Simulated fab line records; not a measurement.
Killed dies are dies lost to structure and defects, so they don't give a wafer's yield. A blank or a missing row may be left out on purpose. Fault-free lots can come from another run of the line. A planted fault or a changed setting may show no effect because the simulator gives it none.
A lot that was struck, set against a sound lot	flow nand harc	41 out of 1159 route steps
Sound: the wafers L628.2, L628.3, L628.5. Wafers struck: L639.1, L639.4, L639.6. The cause comes at the end.
At each step with rows: each side's tool, then ch and its chambers, then its first start. Under that, the readings that differ: sound wafers	struck wafers	difference of the means	sigmas: that difference in standard deviations of wafers without a fault.
alike: a reading whose means differ by less than 2 such deviations, as well as words and numbers matching on both sides. not compared: withheld readings; readings where some wafer has no value; bounds like >300 that might hide an equal value; numbers whose values overlap and for which the record gives no deviation.
The two part at a step that has a row with sigmas, a row that says differs or no value, or rows on one side only. Numbers that have no deviation but don't overlap get no sigmas and don't part them. Lack of a reading on every wafer of one side parts them only where that side has two or more wafers.

first, 5 steps without rows for these wafers: NHARC_A_M1_SOFTBAKE_04 (time 55 s); NHARC_A_M1_EBR_05; NHARC_A_M1_EXPOSE_06 (exposes mask A M1, target cd 120 nm); NHARC_A_M1_PEB_07 (peb time 65 s); NHARC_A_M1_DEVELOP_08 (develop time 35 s).
NHARC_A_M1_CD_MEAS_09: the cd target is 120 nm.
  sound on cd sem-02 ch 0, day 17 14:25; struck on cd sem-02 ch 0, day 21 00:23
  alike: cd nm
NHARC_A_M1_OVL_MEAS_10: pitch 240 nm.
  struck on overlay-02, day 21 00:29; sound on overlay-02, day 17 14:29
reading	sound	struck	difference	sigmas
overlay x nm (nm)	-1.4 -1.3 -1.4	1.4 1.3 1.6	+2.8	+3
  alike: overlay y nm
NHARC_A_M1_INSPECT_11:
  struck on defect inspect-01, day 21 00:32; sound on defect inspect-01, day 17 14:32
  alike: raw defect count
then, 2 steps without rows for these wafers: NHARC_A_M1_DESCUM_14 (chemistry O2, time 3 s); NHARC_A_M1_ETCH_35 (etches the open film in N2/H2, target depth 40 nm, overetch 12 nm, time 43.94 s).
NHARC_A_M1_ETCH_15: etches the open film in C4F8/Ar, target depth 182.5 nm, time 91.2 s.
  sound: rie diel-10 ch 0,2; struck: rie diel-06 ch 1,2
  alike: chamber pressure mTorr, oes product au, rf vpp V
  not compared: rf hours counter h
NHARC_A_M1_CD_MEAS_16:
  struck on cd sem-01, day 21 00:54; sound on cd sem-03, day 17 14:54
  alike: cd nm
NHARC_A_M1_STRIP_18: strips in N2/H2.
  sound on rie diel-10 ch 0,2, day 17 15:00; struck on rie diel-05 ch 0,2,3, day 21 01:02
  alike: chamber pressure mTorr, drypump motor current A, h2 flow sccm, oes product au, rf vpp V, showerhead plenum p Torr, throttle valve pct
  not compared: rf hours counter h
NHARC_A_M1_ETCH_28: etches the open film in CF4/N2, target depth 30 nm, time 72.99 s.
  sound: rie diel-10 ch 1,2; struck: rie diel-05 ch 1,2,3
  alike: chamber pressure mTorr, drypump motor current A, oes product au, rf vpp V, showerhead plenum p Torr, throttle valve pct
  not compared: rf hours counter h
then, 2 steps without rows for these wafers: NHARC_A_M1_STRIP_19 (strips in post etch residue remover, time 600 s); NHARC_A_M1_DEGAS_29 (time 60 s).
NHARC_A_M1_PRE_CLEAN_30: time 30 s.
  sound on pvd sputter-03; struck on pvd sputter-01
  alike: heater power w
NHARC_A_M1_PVD_20: deposits TaN, target thk 5 nm, time 8.06 s.
  sound on pvd sputter-03; struck on pvd sputter-01
  alike: throttle valve pct
NHARC_A_M1_PVD_21: deposits Cu, target thk 30 nm, time 20.49 s.
  sound on pvd sputter-03; struck on pvd sputter-01
  alike: throttle valve pct
then, 3 steps without rows for these wafers: NHARC_A_M1_ECD_22 (material Cu, target thk 400 nm); NHARC_A_M1_ANNEAL_31 (time 90 s); NHARC_A_M1_CMP_23 (polishes, t overpolish 20 s, target thk 154.34 nm).
NHARC_A_M1_THK_MEAS_24: measures by xrf.
  struck on film metro-02, day 21 03:01; sound on film metro-02, day 17 17:01
  alike: thk nm
then, 5 steps without rows for these wafers: NHARC_A_M1_SRD_25; NHARC_A_M1_PRE_CLEAN_32 (time 12 s); NHARC_A_M1_DEP_33 (deposits SiCN, target thk 30 nm); NHARC_A_BONDPAD_DEP_00 (deposits SiCN, target thk 250 nm); NHARC_A_BONDPAD_CMP_29 (polishes SiCN, target thk 200 nm).
NHARC_A_BONDPAD_THK_MEAS_30: measures by ellipsometry.
  struck on film metro-02, day 21 04:56; sound on film metro-02, day 17 18:32
  alike: thk nm
then, 10 steps without rows for these wafers: NHARC_A_BONDPAD_SRD_31; NHARC_A_BONDPAD_DEHYDRATE_01 (time 120 s); NHARC_A_BONDPAD_HMDS_02 (time 30 s); NHARC_A_BONDPAD_COAT_33 (time 65 s); NHARC_A_BONDPAD_COAT_03 (resist thk 600 nm); NHARC_A_BONDPAD_SOFTBAKE_04 (time 70 s); NHARC_A_BONDPAD_EBR_05; NHARC_A_BONDPAD_EXPOSE_06 (exposes mask A BPAD); NHARC_A_BONDPAD_PEB_07 (peb time 80 s); NHARC_A_BONDPAD_DEVELOP_08 (time 50 s).
NHARC_A_BONDPAD_CD_MEAS_09: the cd target is 500 nm.
  sound on cd sem-01 ch 0, day 17 18:58; struck on cd sem-02 ch 0, day 21 05:31
reading	sound	struck	difference	sigmas
cd nm (nm)	501.7 502.6 501.1	496.2 495.1 497.1	-5.7	-3
NHARC_END_SORT_01:
  only the struck wafers appear in the record here, on prober-01 ch 0 at day 22 14:13; the sound ones have no rows

== WHERE THEY PART ==
At NHARC_A_M1_OVL_MEAS_10 first; at NHARC_END_SORT_01 last (within this record only).

WHY: what had been put in by the simulator
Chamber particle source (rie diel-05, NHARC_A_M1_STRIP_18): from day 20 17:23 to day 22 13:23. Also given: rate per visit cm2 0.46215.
